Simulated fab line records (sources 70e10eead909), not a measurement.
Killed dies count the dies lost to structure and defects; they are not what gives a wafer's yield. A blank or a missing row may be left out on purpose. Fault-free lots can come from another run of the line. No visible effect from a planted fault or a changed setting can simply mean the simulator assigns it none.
Which tool was responsible? :: flow nand harc :: 11 lots, 32 wafers sampled, at 7 steps of a route of 1159

## WHAT THE GAUGES READ, wafer by wafer
NHARC_P_BONDPAD_THK_MEAS_20: measures by xrf.
lot: L934
measured: day 7 01:20
on: film metro-01
thk nm (nm): 160.8 161.6 161.9

lot: L935
measured: day 7 05:22
on: film metro-02
thk nm (nm): 160.9 161.3 159.0

lot: L936
measured: day 7 11:04
on: film metro-01
thk nm (nm): 161.0 160.7 157.4

lot: L939
measured: day 7 20:23
on: film metro-02
thk nm (nm): 159.1 160.2 158.4

lot: L941
measured: day 8 06:37
on: film metro-01
thk nm (nm): 159.5 160.9 160.0

lot: L940
measured: day 8 07:08
on: film metro-02
thk nm (nm): 158.4 157.8 159.0

lot: L942
measured: day 8 15:30
on: film metro-01
thk nm (nm): 159.5 159.4 159.6

lot: L945
measured: day 9 02:43
on: film metro-01
thk nm (nm): 158.5 160.9 159.8

lot: L952
measured: day 10 22:34
on: film metro-02
thk nm (nm): 158.5 161.4

lot: L953
measured: day 11 08:59
on: film metro-02
thk nm (nm): 160.8 159.6 159.5

lot: L956
measured: day 11 17:07
on: film metro-02
thk nm (nm): 160.8 157.7 160.7

NHARC_A_ZERO_WELL_INSPECT_17.
lot: L934
measured: day 7 04:22
on: defect inspect-01
raw defect count: 24 8 19

lot: L935
measured: day 7 08:27
on: defect inspect-01
raw defect count: 20 18 31

lot: L936
measured: day 7 14:04
on: defect inspect-01
raw defect count: 17 10 14

lot: L939
measured: day 7 23:23
on: defect inspect-01
raw defect count: 6 8 17

lot: L941
measured: day 8 09:38
on: defect inspect-02
raw defect count: 10 10 7

lot: L940
measured: day 8 10:17
on: defect inspect-01
raw defect count: 8 12 9

lot: L942
measured: day 8 18:32
on: defect inspect-02
raw defect count: 11 18 8

lot: L945
measured: day 9 05:44
on: defect inspect-01
raw defect count: 9 11 11

lot: L952
measured: day 11 01:35
on: defect inspect-01
raw defect count: 343 17 335 16

lot: L953
measured: day 11 11:52
on: defect inspect-01
raw defect count: 15 330 5 14 328 4

lot: L956
measured: day 11 19:58
on: defect inspect-02
raw defect count: 18 12 2

NHARC_A_SOURCE_PLATE_INSPECT_08.
lot: L934
measured: day 8 00:52
on: defect inspect-02
raw defect count: 68 76 64

lot: L935
measured: day 8 04:57
on: defect inspect-02
raw defect count: 53 53 84

lot: L936
measured: day 8 10:10
on: defect inspect-01
raw defect count: 46 36 36

lot: L939
measured: day 8 20:25
on: defect inspect-01
raw defect count: 27 43 71

lot: L941
measured: day 9 05:40
on: defect inspect-02
raw defect count: 70 62 50

lot: L940
measured: day 9 05:40
on: defect inspect-01
raw defect count: 29 29 28

lot: L942
measured: day 9 16:41
on: defect inspect-02
raw defect count: 62 40 20

lot: L945
measured: day 10 03:23
on: defect inspect-02
raw defect count: 104 67 80

lot: L952
measured: day 12 01:13
on: defect inspect-01
raw defect count: 393 90 403 85

lot: L953
measured: day 12 10:56
on: defect inspect-02
raw defect count: 51 356 38 46 352 43

lot: L956
measured: day 12 15:29
on: defect inspect-01
raw defect count: 60 39 43

NHARC_END_SORT_01.
lot: L941
measured: day 21 07:43
on: prober-01
killed at array: 13 9 14
killed at other: 0 1 0
killed at periphery: 1 1 3
killed dies: 14 11 17
killed open: 2 0 2
killed short: 2 1 3

lot: L952
measured: day 24 02:23
on: prober-01
killed at array: 75 39
killed at other: 3 3
killed at periphery: 2 2
killed dies: 80 44
killed open: 3 4
killed short: 3 3

lot: L953
measured: day 24 14:22
on: prober-01
killed at array: 30 87 32
killed at other: 0 0 0
killed at periphery: 4 3 2
killed dies: 34 90 34
killed open: 5 5 3
killed short: 1 2 2

## EACH LOT AND THE TOOL THAT RAN IT (in order: tool; ch and the chambers of the sampled wafers; start)
lot: L934
NHARC_P_BONDPAD_CMP_19: cmp-01 ch 1,2,3, day 7 01:01
NHARC_A_ZERO_WELL_ETCH_19: rie diel-10 ch 1,2,3, day 7 03:09
NHARC_A_ZERO_WELL_ETCH_13: rie si-03 ch 0,2,3, day 7 03:17

lot: L935
NHARC_P_BONDPAD_CMP_19: cmp-01 ch 1,2,3, day 7 05:02
NHARC_A_ZERO_WELL_ETCH_19: rie diel-10 ch 0,1,2, day 7 07:13
NHARC_A_ZERO_WELL_ETCH_13: rie si-06 ch 0,2, day 7 07:20

lot: L936
NHARC_P_BONDPAD_CMP_19: cmp-03 ch 1,3, day 7 10:45
NHARC_A_ZERO_WELL_ETCH_19: rie diel-11 ch 0,2,3, day 7 12:49
NHARC_A_ZERO_WELL_ETCH_13: rie si-06 ch 0,2, day 7 12:57

lot: L939
NHARC_P_BONDPAD_CMP_19: cmp-03 ch 0,3, day 7 20:03
NHARC_A_ZERO_WELL_ETCH_19: rie diel-10 ch 2,3, day 7 22:10
NHARC_A_ZERO_WELL_ETCH_13: rie si-06 ch 0,1,3, day 7 22:19

lot: L941
NHARC_P_BONDPAD_CMP_19: cmp-04 ch 0,1,3, day 8 06:19
NHARC_A_ZERO_WELL_ETCH_19: rie diel-10 ch 0,2,3, day 8 08:23
NHARC_A_ZERO_WELL_ETCH_13: rie si-06 ch 0,1,2, day 8 08:32

lot: L940
NHARC_P_BONDPAD_CMP_19: cmp-01 ch 1,2, day 8 06:48
NHARC_A_ZERO_WELL_ETCH_19: rie diel-11 ch 1,2, day 8 08:55
NHARC_A_ZERO_WELL_ETCH_13: rie si-02 ch 1,2,3, day 8 09:02

lot: L942
NHARC_P_BONDPAD_CMP_19: cmp-03 ch 0,2,3, day 8 15:11
NHARC_A_ZERO_WELL_ETCH_19: rie diel-07 ch 0,1,2, day 8 17:19
NHARC_A_ZERO_WELL_ETCH_13: rie si-02 ch 0,1, day 8 17:26

lot: L945
NHARC_P_BONDPAD_CMP_19: cmp-04 ch 1,3, day 9 02:23
NHARC_A_ZERO_WELL_ETCH_19: rie diel-07 ch 0,2,3, day 9 04:31
NHARC_A_ZERO_WELL_ETCH_13: rie si-06 ch 0,3, day 9 04:37

lot: L952
NHARC_P_BONDPAD_CMP_19: cmp-03 ch 0,1, day 10 22:14
NHARC_A_ZERO_WELL_ETCH_19: rie diel-07 ch 2,3, day 11 00:22
NHARC_A_ZERO_WELL_ETCH_13: rie si-06 ch 0,3, day 11 00:29

lot: L953
NHARC_P_BONDPAD_CMP_19: cmp-03 ch 0,1,3, day 11 08:40
NHARC_A_ZERO_WELL_ETCH_19: rie diel-10 ch 0,2, day 11 10:39
NHARC_A_ZERO_WELL_ETCH_13: rie si-06 ch 0,1,3, day 11 10:47

lot: L956
NHARC_P_BONDPAD_CMP_19: cmp-01 ch 0,1,3, day 11 16:49
NHARC_A_ZERO_WELL_ETCH_19: rie diel-07 ch 2,3, day 11 18:46
NHARC_A_ZERO_WELL_ETCH_13: rie si-03 ch 0,1,2, day 11 18:52
- NHARC_P_BONDPAD_CMP_19: polishes, t overpolish 30 s, cu recess touch 16 s, target thk 160.81 nm.
- NHARC_A_ZERO_WELL_ETCH_19: etches the open film in N2/H2, target depth 80 nm, overetch 24 nm, time 87.88 s.
- NHARC_A_ZERO_WELL_ETCH_13: etches the open film in HBr/Cl2, target depth 120 nm, time 40.1 s.

## WHAT THE TOOLS THEMSELVES READ (means of the sampled wafers that have a number; where no wafer has one, the mark that the record gives instead)
NHARC_P_BONDPAD_CMP_19.
lot: L934
tool: cmp-01
motor current A (A): 12.2
overpolish run s (s): 29.998

lot: L935
tool: cmp-01
motor current A (A): 12.1
overpolish run s (s): 29.997

lot: L936
tool: cmp-03
motor current A (A): 12.7
overpolish run s (s): 29.998

lot: L939
tool: cmp-03
motor current A (A): 10.4
overpolish run s (s): 29.992

lot: L941
tool: cmp-04
motor current A (A): 12.5
overpolish run s (s): 30.002

lot: L940
tool: cmp-01
motor current A (A): 11.8
overpolish run s (s): 30.002

lot: L942
tool: cmp-03
motor current A (A): 12.2
overpolish run s (s): 30.000

lot: L945
tool: cmp-04
motor current A (A): 12.3
overpolish run s (s): 30.004

lot: L952
tool: cmp-03
motor current A (A): 11.3
overpolish run s (s): 30.005

lot: L953
tool: cmp-03
motor current A (A): 11.5
overpolish run s (s): 30.005

lot: L956
tool: cmp-01
motor current A (A): 13.1
overpolish run s (s): 29.999

NHARC_A_ZERO_WELL_ETCH_19.
lot: L934
tool: rie diel-10
drypump motor current A (A): 5.8
oes product au (a.u.): 0.995
rf vpp V (V): 435
showerhead plenum p Torr (Torr): 2.17
throttle valve pct (%): 14.170

lot: L935
tool: rie diel-10
drypump motor current A (A): 6.0
oes product au (a.u.): 0.987
rf vpp V (V): 433
showerhead plenum p Torr (Torr): 2.11
throttle valve pct (%): 14.175

lot: L936
tool: rie diel-11
drypump motor current A (A): 5.6
oes product au (a.u.): 1.008
rf vpp V (V): 428
showerhead plenum p Torr (Torr): 1.96
throttle valve pct (%): 14.171

lot: L939
tool: rie diel-10
drypump motor current A (A): 5.6
oes product au (a.u.): 0.998
rf vpp V (V): 433
showerhead plenum p Torr (Torr): 2.15
throttle valve pct (%): 14.172

lot: L941
tool: rie diel-10
drypump motor current A (A): 5.7
oes product au (a.u.): 0.991
rf vpp V (V): 432
showerhead plenum p Torr (Torr): 2.09
throttle valve pct (%): 14.162

lot: L940
tool: rie diel-11
drypump motor current A (A): 5.9
oes product au (a.u.): 1.015
rf vpp V (V): 431
showerhead plenum p Torr (Torr): 2.01
throttle valve pct (%): 14.173

lot: L942
tool: rie diel-07
drypump motor current A (A): 5.5
oes product au (a.u.): 0.995
rf vpp V (V): 434
showerhead plenum p Torr (Torr): 2.16
throttle valve pct (%): 14.171

lot: L945
tool: rie diel-07
drypump motor current A (A): 5.5
oes product au (a.u.): 1.007
rf vpp V (V): 431
showerhead plenum p Torr (Torr): 2.07
throttle valve pct (%): 14.166

lot: L952
tool: rie diel-07
drypump motor current A (A): 5.4
oes product au (a.u.): 0.992
rf vpp V (V): 432
showerhead plenum p Torr (Torr): 2.07
throttle valve pct (%): 14.157

lot: L953
tool: rie diel-10
drypump motor current A (A): 5.9
oes product au (a.u.): 0.999
rf vpp V (V): 430
showerhead plenum p Torr (Torr): 2.03
throttle valve pct (%): 14.170

lot: L956
tool: rie diel-07
drypump motor current A (A): 5.4
oes product au (a.u.): 0.993
rf vpp V (V): 430
showerhead plenum p Torr (Torr): 2.02
throttle valve pct (%): 14.169

NHARC_A_ZERO_WELL_ETCH_13.
lot: L934
tool: rie si-03
drypump motor current A (A): 5.3
hbr flow sccm (sccm): 149.7
oes product au (a.u.): 1.007
throttle valve pct (%): 26.406

lot: L935
tool: rie si-06
drypump motor current A (A): 6.3
hbr flow sccm (sccm): 150.3
oes product au (a.u.): 0.998
throttle valve pct (%): 26.406

lot: L936
tool: rie si-06
drypump motor current A (A): 6.3
hbr flow sccm (sccm): 149.8
oes product au (a.u.): 0.986
throttle valve pct (%): 26.409

lot: L939
tool: rie si-06
drypump motor current A (A): 6.0
hbr flow sccm (sccm): 150.0
oes product au (a.u.): 0.998
throttle valve pct (%): 26.406

lot: L941
tool: rie si-06
drypump motor current A (A): 6.2
hbr flow sccm (sccm): 150.0
oes product au (a.u.): 0.986
throttle valve pct (%): 26.406

lot: L940
tool: rie si-02
drypump motor current A (A): 5.9
hbr flow sccm (sccm): 150.3
oes product au (a.u.): 1.003
throttle valve pct (%): 26.406

lot: L942
tool: rie si-02
drypump motor current A (A): 5.6
hbr flow sccm (sccm): 149.9
oes product au (a.u.): 1.008
throttle valve pct (%): 26.411

lot: L945
tool: rie si-06
drypump motor current A (A): 5.9
hbr flow sccm (sccm): 149.7
oes product au (a.u.): 1.001
throttle valve pct (%): 26.410

lot: L952
tool: rie si-06
drypump motor current A (A): 6.0
hbr flow sccm (sccm): 149.8
oes product au (a.u.): 0.986
throttle valve pct (%): 26.395

lot: L953
tool: rie si-06
drypump motor current A (A): 6.0
hbr flow sccm (sccm): 149.9
oes product au (a.u.): 0.999
throttle valve pct (%): 26.409

lot: L956
tool: rie si-03
drypump motor current A (A): 5.3
hbr flow sccm (sccm): 150.1
oes product au (a.u.): 1.003
throttle valve pct (%): 26.409

## THE ANSWER, worked out from the rows above alone
Rule: the lots themselves supply what counts as usual. Put in order of their means at a reading, lots are off if they are a third of the lots or fewer, leave a main group of 4 or more, and stand apart from it by a gap of 3 or more times the standard deviation of the main group's means; of several such gaps the widest counts. A main group is skipped when, at the precision printed for the reading in the tables above, its means are all equal. A lot without any number at a reading at which 4 lots or more have one is off too. Any other lot the step has rows for is counted as sound. After the gauges, taken in route order, come the tools' own readings; for these a lot's mean is taken, as printed above. The first step at which some lot is off is used, and at that step the reading that is off furthest; a lot without a number counts as furthest.
Off at NHARC_A_ZERO_WELL_INSPECT_17 (raw defect count): L952, L953. The main group has a mean of 13 with a standard deviation of 4.3.
A tool fits if, at a process step before that reading, it ran every lot that is off, and no sound lot after the first of them. The gauges at NHARC_A_ZERO_WELL_INSPECT_17 are tried like those tools. Can't be told from this: 3 tools fit, cmp-03 at NHARC_P_BONDPAD_CMP_19, rie si-06 at NHARC_A_ZERO_WELL_ETCH_13, defect inspect-01 at NHARC_A_ZERO_WELL_INSPECT_17.

## WHAT THE SIMULATOR HAD PUT IN
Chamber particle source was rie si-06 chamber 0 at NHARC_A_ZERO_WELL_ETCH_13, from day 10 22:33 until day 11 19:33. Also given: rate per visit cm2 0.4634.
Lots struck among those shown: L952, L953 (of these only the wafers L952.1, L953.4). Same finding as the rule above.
